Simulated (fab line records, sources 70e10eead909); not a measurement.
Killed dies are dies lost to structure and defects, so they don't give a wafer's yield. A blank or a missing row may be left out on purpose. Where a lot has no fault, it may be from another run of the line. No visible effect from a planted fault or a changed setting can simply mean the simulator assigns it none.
Matching of chambers + flow nand harc + 3 sister chambers for NHARC_A_STAIRCASE_DEP_259 on pecvd-02
The step deposits SiON, target thk 30 nm. 3 wafers are shown with their chamber, then 8 later ones without.

## WAFERS WITH THEIR CHAMBER
| wafer  | chamber | heater power w (W) |
|--------|---------|--------------------|
| L280.4 | 1       | 649                |
| L283.6 | 0       | 860                |
| L284.1 | 2       | 824                |

## WAFERS MISSING THEIR CHAMBER
| wafer  | heater power w (W) |
|--------|--------------------|
| L284.4 | 832                |
| L284.5 | 675                |
| L286.4 | 842                |
| L286.5 | 663                |
| L286.6 | 728                |
| L292.1 | 638                |
| L292.2 | 831                |
| L292.4 | 795                |

## WHICH CHAMBER EACH ONE RAN IN
| wafer  | from the rows above          | in truth |
|--------|------------------------------|----------|
| L284.4 | can't be placed: 2 or 0      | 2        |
| L284.5 | 1                            | 1        |
| L286.4 | can't be placed: 0 or 2      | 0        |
| L286.5 | 1                            | 1        |
| L286.6 | can't be placed: 1 or 2 or 0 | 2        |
| L292.1 | 1                            | 1        |
| L292.2 | can't be placed: 2 or 0      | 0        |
| L292.4 | can't be placed: 2 or 0      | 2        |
Correctly placed: 3 of 8. These rows do not allow placing 5 (true chamber among the candidates in 5). 0 placed wrongly.
How it was worked out, from the rows above alone: a wafer's distance from a chamber is the root of the sum, over the readings, of the square of ((its reading less the chamber's mean) divided by the reading's scatter). The wafer belongs to the nearest chamber; if the next one is less than 2 further off, it can't be placed. A chamber's mean is the mean of its shown wafers. The scatter (one wafer shown for each chamber): square how far every hidden wafer sits from the nearest shown wafer, average those squares and take the square root.
